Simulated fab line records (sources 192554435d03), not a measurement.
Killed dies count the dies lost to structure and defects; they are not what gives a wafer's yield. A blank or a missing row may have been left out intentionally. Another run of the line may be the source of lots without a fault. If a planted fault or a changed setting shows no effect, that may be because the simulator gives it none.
fab line records / flow n5_finfet / part 2 of 2: steps 16 to 25 of 25
[record] lots = 5 wafers = 15 last_day = 18
route steps=1938 shown BEOL_M3@945
lots with no fault: from the same line, run without faults
start_h: hours from the record's first day to the start of the lot's first wafer shown / wait_h: hours from the lot's prior step to this one / " the same as in the row above / L1.1+2: a row that stands for several wafers / - no value present, or no start provided / * or withheld: withheld / < > ~ a bound
route shown NAME@n: NAME is a module with steps in the file, n the number in the route of the first one / usual: mean/standard deviation taken from wafers without a fault / same: alike in all rows / chamber/n: place in a boat / sites: each site's reading / _std_site: how widely they spread, as a standard deviation / _edge_site: mean of outer sites minus mean of inner sites / radius_mm: how far each site lies from the wafer's centre / mask NAME#n: copy n / behind: tool/chamber where the wafer was last shaped / hold: cause of the lot's hold/its duration in hours/its outcome / device: names the non-switching transistor (n, p or np) / end of line: the route-end tests of the same wafers / step lacking rows: just its recipe / killed: the dies lost at the first sort to structure and to defects; this is not the yield of the wafer / map: a wafer's dies, marking killed ones x, the rest . and places with no die _
set.NAME: the run value of the setting; set.NAME@STEP: its run value at that earlier step / model.NAME: the simulator's own value behind a step, which no gauge read
lots at selected steps of the route; one table per step, one row per wafer
services: from which hour (start_h, from the record's first day; less than 0 if before it) a tool's chamber was out of use, for how many hours, and why
[[steps]]
[step N5_BEOL_M3_COAT_22]
[recipe] resist = CAR-EUV spin_rpm = 1500 resist_thk_nm = 30
[usual] exhaust_pa = 44.9/0.87 spin_speed_rpm = 1499.9/1.2
lot.wafer=L078.2 tool=litho_track-04 chamber=0 start_h=- wait_h=- exhaust_pa=45.6 spin_speed_rpm=1500.8
lot.wafer=L078.5 tool=litho_track-04 chamber=0 start_h=- wait_h=- exhaust_pa=43.7 spin_speed_rpm=1499.8
lot.wafer=L078.6 tool=litho_track-04 chamber=0 start_h=- wait_h=- exhaust_pa=45.6 spin_speed_rpm=1499.8
lot.wafer=L081.2 tool=litho_track-04 chamber=0 start_h=- wait_h=- exhaust_pa=45.2 spin_speed_rpm=1497.6
lot.wafer=L081.4 tool=litho_track-04 chamber=0 start_h=- wait_h=- exhaust_pa=44.5 spin_speed_rpm=1499.6
lot.wafer=L081.5 tool=litho_track-04 chamber=0 start_h=- wait_h=- exhaust_pa=44.8 spin_speed_rpm=1499.6
lot.wafer=L084.1 tool=litho_track-05 chamber=0 start_h=- wait_h=- exhaust_pa=44.6 spin_speed_rpm=1498.8
lot.wafer=L084.2 tool=litho_track-05 chamber=0 start_h=- wait_h=- exhaust_pa=44.7 spin_speed_rpm=1500.3
lot.wafer=L084.4 tool=litho_track-05 chamber=0 start_h=- wait_h=- exhaust_pa=45.0 spin_speed_rpm=1499.6
lot.wafer=L091.2 tool=litho_track-05 chamber=0 start_h=- wait_h=- exhaust_pa=45.9 spin_speed_rpm=1499.7
lot.wafer=L091.4 tool=litho_track-05 chamber=0 start_h=- wait_h=- exhaust_pa=45.7 spin_speed_rpm=1499.6
lot.wafer=L091.5 tool=litho_track-05 chamber=0 start_h=- wait_h=- exhaust_pa=46.2 spin_speed_rpm=1500.3
lot.wafer=L097.1 tool=litho_track-05 chamber=0 start_h=- wait_h=- exhaust_pa=44.7 spin_speed_rpm=1498.9
lot.wafer=L097.3 tool=litho_track-05 chamber=0 start_h=- wait_h=- exhaust_pa=44.9 spin_speed_rpm=1497.7
lot.wafer=L097.6 tool=litho_track-05 chamber=0 start_h=- wait_h=- exhaust_pa=44.1 spin_speed_rpm=1499.2
[step N5_BEOL_M3_EBR_24]
[recipe] solvent = PGMEA ebr_width_mm = 1.5
[usual] exhaust_pa = 45.1/0.89
lot.wafer=L078.2 tool=litho_track-04 chamber=0 start_h=- wait_h=- exhaust_pa=45.7
lot.wafer=L078.5 tool=litho_track-04 chamber=0 start_h=- wait_h=- exhaust_pa=45.9
lot.wafer=L078.6 tool=litho_track-04 chamber=0 start_h=- wait_h=- exhaust_pa=46.7
lot.wafer=L081.2 tool=litho_track-04 chamber=0 start_h=- wait_h=- exhaust_pa=43.4
lot.wafer=L081.4 tool=litho_track-04 chamber=0 start_h=- wait_h=- exhaust_pa=46.0
lot.wafer=L081.5 tool=litho_track-04 chamber=0 start_h=- wait_h=- exhaust_pa=44.2
lot.wafer=L084.1 tool=litho_track-05 chamber=0 start_h=- wait_h=- exhaust_pa=44.3
lot.wafer=L084.2 tool=litho_track-05 chamber=0 start_h=- wait_h=- exhaust_pa=45.5
lot.wafer=L084.4 tool=litho_track-05 chamber=0 start_h=- wait_h=- exhaust_pa=45.0
lot.wafer=L091.2 tool=litho_track-05 chamber=0 start_h=- wait_h=- exhaust_pa=44.1
lot.wafer=L091.4 tool=litho_track-05 chamber=0 start_h=- wait_h=- exhaust_pa=45.0
lot.wafer=L091.5 tool=litho_track-05 chamber=0 start_h=- wait_h=- exhaust_pa=45.3
lot.wafer=L097.1 tool=litho_track-05 chamber=0 start_h=- wait_h=- exhaust_pa=45.0
lot.wafer=L097.3 tool=litho_track-05 chamber=0 start_h=- wait_h=- exhaust_pa=46.1
lot.wafer=L097.6 tool=litho_track-05 chamber=0 start_h=- wait_h=- exhaust_pa=45.4
[step N5_BEOL_M3_SOFTBAKE_23]
[recipe] temp_c = 110 time_s = 60 resist = CAR-EUV
[usual] exhaust_pa = 45.0/1.1
lot.wafer=L078.2 tool=litho_track-04 chamber=0 start_h=- wait_h=- exhaust_pa=45.9
lot.wafer=L078.5 tool=litho_track-04 chamber=0 start_h=- wait_h=- exhaust_pa=44.9
lot.wafer=L078.6 tool=litho_track-04 chamber=0 start_h=- wait_h=- exhaust_pa=45.7
lot.wafer=L081.2 tool=litho_track-04 chamber=0 start_h=- wait_h=- exhaust_pa=44.7
lot.wafer=L081.4 tool=litho_track-04 chamber=0 start_h=- wait_h=- exhaust_pa=42.8
lot.wafer=L081.5 tool=litho_track-04 chamber=0 start_h=- wait_h=- exhaust_pa=44.5
lot.wafer=L084.1 tool=litho_track-05 chamber=0 start_h=- wait_h=- exhaust_pa=42.8
lot.wafer=L084.2 tool=litho_track-05 chamber=0 start_h=- wait_h=- exhaust_pa=44.7
lot.wafer=L084.4 tool=litho_track-05 chamber=0 start_h=- wait_h=- exhaust_pa=43.5
lot.wafer=L091.2 tool=litho_track-05 chamber=0 start_h=- wait_h=- exhaust_pa=46.2
lot.wafer=L091.4 tool=litho_track-05 chamber=0 start_h=- wait_h=- exhaust_pa=45.5
lot.wafer=L091.5 tool=litho_track-05 chamber=0 start_h=- wait_h=- exhaust_pa=45.2
lot.wafer=L097.1 tool=litho_track-05 chamber=0 start_h=- wait_h=- exhaust_pa=46.8
lot.wafer=L097.3 tool=litho_track-05 chamber=0 start_h=- wait_h=- exhaust_pa=46.0
lot.wafer=L097.6 tool=litho_track-05 chamber=0 start_h=- wait_h=- exhaust_pa=45.6
[step N5_BEOL_M3_EXPOSE_25]
[recipe] mask_id = V2 na = 0.33 source_shape = quasar sigma_inner = 0.2 sigma_outer = 0.8 polarization = unpolarized defocus_nm = 5 dose_mj = 63
[same] sigma_inner = 0.2
lot.wafer=L078.2+5+6 tool=euv_scanner-02 chamber=0 start_h=169.70 wait_h=- mask=V2#0
lot.wafer=L081.2+4+5 tool=euv_scanner-02 chamber=0 start_h=190.42 wait_h=- mask=V2#0
lot.wafer=L084.1+2+4 tool=euv_scanner-01 chamber=0 start_h=208.36 wait_h=- mask=V2#0
lot.wafer=L091.2+4+5 tool=euv_scanner-02 chamber=0 start_h=255.98 wait_h=- mask=V2#0
lot.wafer=L097.1+3+6 tool=euv_scanner-01 chamber=0 start_h=305.24 wait_h=- mask=V2#0
[step N5_BEOL_M3_PEB_26]
[recipe] peb_temp_c = 100 peb_time_s = 60 resist = CAR-EUV
[usual] exhaust_pa = 44.8/0.89
lot.wafer=L078.2 tool=litho_track-05 chamber=0 start_h=169.77 wait_h=0.1 exhaust_pa=45.5
lot.wafer=L078.5 tool=litho_track-05 chamber=0 start_h=169.77 wait_h=0.1 exhaust_pa=44.8
lot.wafer=L078.6 tool=litho_track-05 chamber=0 start_h=169.77 wait_h=0.1 exhaust_pa=42.8
lot.wafer=L081.2 tool=litho_track-02 chamber=0 start_h=190.49 wait_h=0.1 exhaust_pa=44.3
lot.wafer=L081.4 tool=litho_track-02 chamber=0 start_h=190.49 wait_h=0.1 exhaust_pa=44.2
lot.wafer=L081.5 tool=litho_track-02 chamber=0 start_h=190.49 wait_h=0.1 exhaust_pa=43.4
lot.wafer=L084.1 tool=litho_track-02 chamber=0 start_h=208.44 wait_h=0.1 exhaust_pa=43.6
lot.wafer=L084.2 tool=litho_track-02 chamber=0 start_h=208.44 wait_h=0.1 exhaust_pa=44.6
lot.wafer=L084.4 tool=litho_track-02 chamber=0 start_h=208.44 wait_h=0.1 exhaust_pa=43.9
lot.wafer=L091.2 tool=litho_track-05 chamber=0 start_h=256.05 wait_h=0.1 exhaust_pa=45.0
lot.wafer=L091.4 tool=litho_track-05 chamber=0 start_h=256.05 wait_h=0.1 exhaust_pa=44.9
lot.wafer=L091.5 tool=litho_track-05 chamber=0 start_h=256.05 wait_h=0.1 exhaust_pa=43.5
lot.wafer=L097.1 tool=litho_track-05 chamber=0 start_h=305.31 wait_h=0.1 exhaust_pa=44.9
lot.wafer=L097.3 tool=litho_track-05 chamber=0 start_h=305.31 wait_h=0.1 exhaust_pa=44.6
lot.wafer=L097.6 tool=litho_track-05 chamber=0 start_h=305.31 wait_h=0.1 exhaust_pa=45.6
[step N5_BEOL_M3_DEVELOP_27]
[recipe] develop_time_s = 30 developer = TMAH resist = CAR-EUV rinse_liquid = surfactant_rinse dry = air_spin dev_temp_c = 23
[usual] exhaust_pa = 45.2/0.88
lot.wafer=L078.2 tool=litho_track-05 chamber=0 start_h=- wait_h=- exhaust_pa=43.8
lot.wafer=L078.5 tool=litho_track-05 chamber=0 start_h=- wait_h=- exhaust_pa=45.3
lot.wafer=L078.6 tool=litho_track-05 chamber=0 start_h=- wait_h=- exhaust_pa=45.6
lot.wafer=L081.2 tool=litho_track-02 chamber=0 start_h=- wait_h=- exhaust_pa=45.2
lot.wafer=L081.4 tool=litho_track-02 chamber=0 start_h=- wait_h=- exhaust_pa=44.9
lot.wafer=L081.5 tool=litho_track-02 chamber=0 start_h=- wait_h=- exhaust_pa=45.4
lot.wafer=L084.1 tool=litho_track-02 chamber=0 start_h=- wait_h=- exhaust_pa=46.9
lot.wafer=L084.2 tool=litho_track-02 chamber=0 start_h=- wait_h=- exhaust_pa=46.1
lot.wafer=L084.4 tool=litho_track-02 chamber=0 start_h=- wait_h=- exhaust_pa=44.1
lot.wafer=L091.2 tool=litho_track-05 chamber=0 start_h=- wait_h=- exhaust_pa=44.3
lot.wafer=L091.4 tool=litho_track-05 chamber=0 start_h=- wait_h=- exhaust_pa=44.5
lot.wafer=L091.5 tool=litho_track-05 chamber=0 start_h=- wait_h=- exhaust_pa=44.6
lot.wafer=L097.1 tool=litho_track-05 chamber=0 start_h=- wait_h=- exhaust_pa=45.2
lot.wafer=L097.3 tool=litho_track-05 chamber=0 start_h=- wait_h=- exhaust_pa=44.7
lot.wafer=L097.6 tool=litho_track-05 chamber=0 start_h=- wait_h=- exhaust_pa=45.2
[step N5_BEOL_M3_CD_MEAS_28]
[recipe] target_cd_nm = 25.7 landing_energy_ev = 500 detector = se_inlens target_cd_y_nm = 23.3 polarity = opening
[usual] cd_nm = 25.62/0.25
[same] landing_energy_ev = 500
lot.wafer=L078.2 tool=cd_sem-01 chamber=0 start_h=169.83 wait_h=- cd_nm=25.54
lot.wafer=L078.5 tool=cd_sem-01 chamber=0 start_h=169.83 wait_h=- cd_nm=25.73
lot.wafer=L078.6 tool=cd_sem-01 chamber=0 start_h=169.83 wait_h=- cd_nm=25.33
lot.wafer=L081.2 tool=cd_sem-01 chamber=0 start_h=190.56 wait_h=- cd_nm=25.16
lot.wafer=L081.4 tool=cd_sem-01 chamber=0 start_h=190.56 wait_h=- cd_nm=25.33
lot.wafer=L081.5 tool=cd_sem-01 chamber=0 start_h=190.56 wait_h=- cd_nm=25.08
lot.wafer=L084.1 tool=cd_sem-03 chamber=0 start_h=208.50 wait_h=- cd_nm=25.67
lot.wafer=L084.2 tool=cd_sem-03 chamber=0 start_h=208.50 wait_h=- cd_nm=25.59
lot.wafer=L084.4 tool=cd_sem-03 chamber=0 start_h=208.50 wait_h=- cd_nm=25.98
lot.wafer=L091.2 tool=cd_sem-03 chamber=0 start_h=256.12 wait_h=- cd_nm=25.82
lot.wafer=L091.4 tool=cd_sem-03 chamber=0 start_h=256.12 wait_h=- cd_nm=25.74
lot.wafer=L091.5 tool=cd_sem-03 chamber=0 start_h=256.12 wait_h=- cd_nm=25.47
lot.wafer=L097.1 tool=cd_sem-01 chamber=0 start_h=305.38 wait_h=- cd_nm=25.42
lot.wafer=L097.3 tool=cd_sem-01 chamber=0 start_h=305.38 wait_h=- cd_nm=25.34
lot.wafer=L097.6 tool=cd_sem-01 chamber=0 start_h=305.38 wait_h=- cd_nm=25.70
[step N5_BEOL_M3_OVL_MEAS_29]
[recipe] points_per_wafer = 522
[usual] V2_OVL = -0.4/0.68
[same] points_per_wafer = 522
lot.wafer=L078.2 tool=overlay-01 chamber=0 start_h=169.87 wait_h=0.0 V2_OVL[nm]=0.4
lot.wafer=L078.5 tool=overlay-01 chamber=0 start_h=169.87 wait_h=0.0 V2_OVL[nm]=0.4
lot.wafer=L078.6 tool=overlay-01 chamber=0 start_h=169.87 wait_h=0.0 V2_OVL[nm]=-0.1
lot.wafer=L081.2 tool=overlay-02 chamber=0 start_h=190.59 wait_h=0.0 V2_OVL[nm]=-0.4
lot.wafer=L081.4 tool=overlay-02 chamber=0 start_h=190.59 wait_h=0.0 V2_OVL[nm]=-0.8
lot.wafer=L081.5 tool=overlay-02 chamber=0 start_h=190.59 wait_h=0.0 V2_OVL[nm]=0.0
lot.wafer=L084.1 tool=overlay-02 chamber=0 start_h=208.53 wait_h=0.0 V2_OVL[nm]=-1.4
lot.wafer=L084.2 tool=overlay-02 chamber=0 start_h=208.53 wait_h=0.0 V2_OVL[nm]=-0.6
lot.wafer=L084.4 tool=overlay-02 chamber=0 start_h=208.53 wait_h=0.0 V2_OVL[nm]=-0.3
lot.wafer=L091.2 tool=overlay-01 chamber=0 start_h=256.15 wait_h=0.0 V2_OVL[nm]=-0.5
lot.wafer=L091.4 tool=overlay-01 chamber=0 start_h=256.15 wait_h=0.0 V2_OVL[nm]=-0.4
lot.wafer=L091.5 tool=overlay-01 chamber=0 start_h=256.15 wait_h=0.0 V2_OVL[nm]=-0.8
lot.wafer=L097.1 tool=overlay-01 chamber=0 start_h=305.41 wait_h=0.0 V2_OVL[nm]=0.6
lot.wafer=L097.3 tool=overlay-01 chamber=0 start_h=305.41 wait_h=0.0 V2_OVL[nm]=1.3
lot.wafer=L097.6 tool=overlay-01 chamber=0 start_h=305.41 wait_h=0.0 V2_OVL[nm]=0.1
[step N5_BEOL_M3_INSPECT_30]
[recipe] mode = adi inspect_instrument = brightfield
[usual] raw_defect_count = 415/94
lot.wafer=L078.2 tool=defect_inspect-02 chamber=- start_h=169.92 wait_h=0.0 raw_defect_count=350
lot.wafer=L078.5 tool=defect_inspect-02 chamber=- start_h=169.92 wait_h=0.0 raw_defect_count=332
lot.wafer=L078.6 tool=defect_inspect-02 chamber=- start_h=169.92 wait_h=0.0 raw_defect_count=370
lot.wafer=L081.2 tool=defect_inspect-02 chamber=- start_h=190.65 wait_h=0.0 raw_defect_count=395
lot.wafer=L081.4 tool=defect_inspect-02 chamber=- start_h=190.65 wait_h=0.0 raw_defect_count=321
lot.wafer=L081.5 tool=defect_inspect-02 chamber=- start_h=190.65 wait_h=0.0 raw_defect_count=510
lot.wafer=L084.1 tool=defect_inspect-02 chamber=- start_h=208.60 wait_h=0.1 raw_defect_count=422
lot.wafer=L084.2 tool=defect_inspect-02 chamber=- start_h=208.60 wait_h=0.1 raw_defect_count=363
lot.wafer=L084.4 tool=defect_inspect-02 chamber=- start_h=208.60 wait_h=0.1 raw_defect_count=366
lot.wafer=L091.2 tool=defect_inspect-02 chamber=- start_h=256.21 wait_h=0.0 raw_defect_count=308
lot.wafer=L091.4 tool=defect_inspect-02 chamber=- start_h=256.21 wait_h=0.0 raw_defect_count=410
lot.wafer=L091.5 tool=defect_inspect-02 chamber=- start_h=256.21 wait_h=0.0 raw_defect_count=514
lot.wafer=L097.1 tool=defect_inspect-02 chamber=- start_h=305.47 wait_h=0.1 raw_defect_count=491
lot.wafer=L097.3 tool=defect_inspect-02 chamber=- start_h=305.47 wait_h=0.1 raw_defect_count=507
lot.wafer=L097.6 tool=defect_inspect-02 chamber=- start_h=305.47 wait_h=0.1 raw_defect_count=371
[step N5_BEOL_M3_DESCUM_33]
[recipe] chemistry = O2 time_s = 7 source_power_w = 50 bias_power_w = 20 pressure_mtorr = 20 rf_frequency_hz = 2.712e+07 temp_c = 40 resist = CAR-EUV o2_flow_sccm = 225
[usual] drypump_motor_current_A = 5.8/0.45 oes_product_au = 0.72/0.052 rf_vpp_V = 243.7/1.3 showerhead_plenum_p_Torr = 2.13/0.052 throttle_valve_pct = 20.55/0.18
lot.wafer=L078.2 tool=rie_diel-03 chamber=3 start_h=169.96 wait_h=0.0 drypump_motor_current_A=5.9 oes_product_au=0.68 rf_hours_counter_h=220 rf_vpp_V=245.4 showerhead_plenum_p_Torr=2.15 throttle_valve_pct=20.78
lot.wafer=L078.5 tool=rie_diel-03 chamber=2 start_h=169.96 wait_h=0.0 drypump_motor_current_A=5.6 oes_product_au=0.77 rf_hours_counter_h=- rf_vpp_V=244.6 showerhead_plenum_p_Torr=2.13 throttle_valve_pct=20.80
lot.wafer=L078.6 tool=rie_diel-03 chamber=3 start_h=169.96 wait_h=0.0 drypump_motor_current_A=5.8 oes_product_au=0.68 rf_hours_counter_h=- rf_vpp_V=244.0 showerhead_plenum_p_Torr=2.15 throttle_valve_pct=20.79
lot.wafer=L081.2 tool=rie_diel-06 chamber=0 start_h=190.68 wait_h=0.0 drypump_motor_current_A=5.7 oes_product_au=0.70 rf_hours_counter_h=199 rf_vpp_V=245.4 showerhead_plenum_p_Torr=2.20 throttle_valve_pct=20.55
lot.wafer=L081.4 tool=rie_diel-06 chamber=1 start_h=190.68 wait_h=0.0 drypump_motor_current_A=5.7 oes_product_au=0.69 rf_hours_counter_h=206 rf_vpp_V=243.2 showerhead_plenum_p_Torr=2.18 throttle_valve_pct=20.35
lot.wafer=L081.5 tool=rie_diel-06 chamber=3 start_h=190.68 wait_h=0.0 drypump_motor_current_A=5.1 oes_product_au=0.74 rf_hours_counter_h=- rf_vpp_V=239.4 showerhead_plenum_p_Torr=2.00 throttle_valve_pct=20.62
lot.wafer=L084.1 tool=rie_diel-05 chamber=1 start_h=208.64 wait_h=0.0 drypump_motor_current_A=5.1 oes_product_au=0.70 rf_hours_counter_h=198 rf_vpp_V=244.8 showerhead_plenum_p_Torr=2.17 throttle_valve_pct=20.60
lot.wafer=L084.2 tool=rie_diel-05 chamber=0 start_h=208.64 wait_h=0.0 drypump_motor_current_A=5.3 oes_product_au=0.75 rf_hours_counter_h=164 rf_vpp_V=244.7 showerhead_plenum_p_Torr=2.17 throttle_valve_pct=20.20
lot.wafer=L084.4 tool=rie_diel-05 chamber=3 start_h=208.64 wait_h=0.0 drypump_motor_current_A=6.0 oes_product_au=0.66 rf_hours_counter_h=231 rf_vpp_V=242.5 showerhead_plenum_p_Torr=2.07 throttle_valve_pct=20.58
lot.wafer=L091.2 tool=rie_diel-05 chamber=1 start_h=256.79 wait_h=0.6 drypump_motor_current_A=5.1 oes_product_au=0.69 rf_hours_counter_h=213 rf_vpp_V=244.7 showerhead_plenum_p_Torr=2.16 throttle_valve_pct=20.63
lot.wafer=L091.4 tool=rie_diel-05 chamber=2 start_h=256.79 wait_h=0.6 drypump_motor_current_A=6.4 oes_product_au=0.72 rf_hours_counter_h=225 rf_vpp_V=245.3 showerhead_plenum_p_Torr=2.17 throttle_valve_pct=20.41
lot.wafer=L091.5 tool=rie_diel-05 chamber=3 start_h=256.79 wait_h=0.6 drypump_motor_current_A=6.0 oes_product_au=0.65 rf_hours_counter_h=- rf_vpp_V=243.0 showerhead_plenum_p_Torr=2.06 throttle_valve_pct=20.58
lot.wafer=L097.1 tool=rie_diel-03 chamber=3 start_h=305.55 wait_h=0.1 drypump_motor_current_A=5.9 oes_product_au=1.00 rf_hours_counter_h=1 rf_vpp_V=242.1 showerhead_plenum_p_Torr=2.14 throttle_valve_pct=20.46
lot.wafer=L097.3 tool=rie_diel-03 chamber=2 start_h=305.55 wait_h=0.1 drypump_motor_current_A=5.6 oes_product_au=0.75 rf_hours_counter_h=139 rf_vpp_V=241.8 showerhead_plenum_p_Torr=2.12 throttle_valve_pct=20.84
lot.wafer=L097.6 tool=rie_diel-03 chamber=3 start_h=305.55 wait_h=0.1 drypump_motor_current_A=5.9 oes_product_au=1.00 rf_hours_counter_h=- rf_vpp_V=244.1 showerhead_plenum_p_Torr=2.14 throttle_valve_pct=20.45
[[services]]
tool=euv_scanner-02 chamber=- start_h=152.38 hours=0.7 kind=repair
tool=euv_scanner-02 chamber=- start_h=155.55 hours=1.0 kind=pm
tool=euv_scanner-01 chamber=- start_h=159.26 hours=1.0 kind=pm
tool=euv_scanner-01 chamber=- start_h=165.12 hours=4.6 kind=pm
tool=euv_scanner-01 chamber=- start_h=180.84 hours=12.0 kind=pm
tool=rie_diel-06 chamber=- start_h=182.23 hours=2.8 kind=pm
tool=rie_metal-01 chamber=1 start_h=183.54 hours=40.6 kind=repair
tool=euv_scanner-02 chamber=- start_h=193.38 hours=1.8 kind=repair
tool=euv_scanner-02 chamber=- start_h=211.70 hours=1.0 kind=pm
tool=euv_scanner-01 chamber=- start_h=215.41 hours=1.0 kind=pm
tool=euv_scanner-01 chamber=- start_h=222.86 hours=1.2 kind=repair
tool=rie_metal-01 chamber=1 start_h=224.29 hours=8.2 kind=repair
tool=rie_diel-03 chamber=- start_h=242.73 hours=14.6 kind=pm
tool=rie_metal-01 chamber=- start_h=246.65 hours=1.1 kind=repair
tool=euv_scanner-01 chamber=- start_h=253.09 hours=5.8 kind=pm
tool=euv_scanner-02 chamber=- start_h=267.85 hours=1.0 kind=pm
tool=euv_scanner-01 chamber=- start_h=271.56 hours=1.0 kind=pm
tool=rie_diel-05 chamber=3 start_h=272.30 hours=- kind=clean
tool=euv_scanner-02 chamber=- start_h=281.74 hours=4.6 kind=pm
tool=rie_diel-05 chamber=1 start_h=282.09 hours=17.6 kind=repair
tool=rie_metal-01 chamber=1 start_h=289.45 hours=1.2 kind=repair
tool=rie_diel-05 chamber=2 start_h=299.70 hours=4.2 kind=repair
tool=rie_diel-05 chamber=- start_h=302.74 hours=1.0 kind=repair
tool=euv_scanner-01 chamber=- start_h=303.53 hours=0.3 kind=repair
